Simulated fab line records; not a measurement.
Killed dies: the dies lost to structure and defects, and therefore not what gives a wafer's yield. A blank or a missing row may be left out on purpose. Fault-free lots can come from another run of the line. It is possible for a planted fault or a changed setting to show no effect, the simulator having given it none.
Chamber matching :: flow nand-harc :: NHARC_A_STAIRCASE_ETCH_271 on rie-diel-11: 4 sister chambers
The step etches the open film in CF4/CHF3. 8 wafers are shown with their chamber, then 10 later ones without.

== WAFERS, EACH WITH ITS CHAMBER ==
wafer: L082.3
chamber: 0
drypump-motor-current-A (A): 5.6
showerhead-plenum-p-Torr (Torr): 1.64

wafer: L083.1
chamber: 1
drypump-motor-current-A (A): 5.4
showerhead-plenum-p-Torr (Torr): 1.68

wafer: L085.3
chamber: 2
drypump-motor-current-A (A): 6.2
showerhead-plenum-p-Torr (Torr): 1.67

wafer: L088.4
chamber: 2
drypump-motor-current-A (A): 6.1
showerhead-plenum-p-Torr (Torr): 1.67

wafer: L088.5
chamber: 0
drypump-motor-current-A (A): 5.6
showerhead-plenum-p-Torr (Torr): 1.63

wafer: L088.6
chamber: 3
drypump-motor-current-A (A): 6.0
showerhead-plenum-p-Torr (Torr): 1.56

wafer: L089.2
chamber: 3
drypump-motor-current-A (A): 6.1
showerhead-plenum-p-Torr (Torr): 1.56

wafer: L089.4
chamber: 1
drypump-motor-current-A (A): 5.4
showerhead-plenum-p-Torr (Torr): 1.68

== WAFERS MISSING THEIR CHAMBER ==
wafer: L089.5
drypump-motor-current-A (A): 6.1
showerhead-plenum-p-Torr (Torr): 1.67

wafer: L091.1
drypump-motor-current-A (A): 6.1
showerhead-plenum-p-Torr (Torr): 1.56

wafer: L091.2
drypump-motor-current-A (A): 6.1
showerhead-plenum-p-Torr (Torr): 1.66

wafer: L091.5
drypump-motor-current-A (A): 6.2
showerhead-plenum-p-Torr (Torr): 1.66

wafer: L096.1
drypump-motor-current-A (A): 5.5
showerhead-plenum-p-Torr (Torr): 1.67

wafer: L096.4
drypump-motor-current-A (A): 5.6
showerhead-plenum-p-Torr (Torr): 1.63

wafer: L096.6
drypump-motor-current-A (A): 6.0
showerhead-plenum-p-Torr (Torr): 1.56

wafer: L097.1
drypump-motor-current-A (A): 6.1
showerhead-plenum-p-Torr (Torr): 1.66

wafer: L097.3
drypump-motor-current-A (A): 6.1
showerhead-plenum-p-Torr (Torr): 1.55

wafer: L097.5
drypump-motor-current-A (A): 6.0
showerhead-plenum-p-Torr (Torr): 1.55

== EACH ONE'S CHAMBER ==
wafer: L089.5
from the rows above: 2
in truth: 2

wafer: L091.1
from the rows above: 3
in truth: 3

wafer: L091.2
from the rows above: 2
in truth: 2

wafer: L091.5
from the rows above: 2
in truth: 2

wafer: L096.1
from the rows above: 1
in truth: 1

wafer: L096.4
from the rows above: 0
in truth: 0

wafer: L096.6
from the rows above: 3
in truth: 3

wafer: L097.1
from the rows above: 2
in truth: 2

wafer: L097.3
from the rows above: 3
in truth: 3

wafer: L097.5
from the rows above: 3
in truth: 3
Correctly placed: 10 of 10. Not placeable from these rows: 0. Wrongly placed: 0.
How it was worked out, from the rows above alone: a wafer's distance from a chamber is the root of the sum, over the readings, of the square of ((its reading less the chamber's mean) divided by the reading's scatter). If the next closest chamber is less than 2 further off than the closest, the wafer can't be placed; otherwise it belongs to the closest. Each chamber's mean is taken over the wafers shown for it. The scatter is the square root of a quotient: the sum, over the shown wafers, of each reading's squared deviation from its chamber's mean, divided by wafers minus chambers.
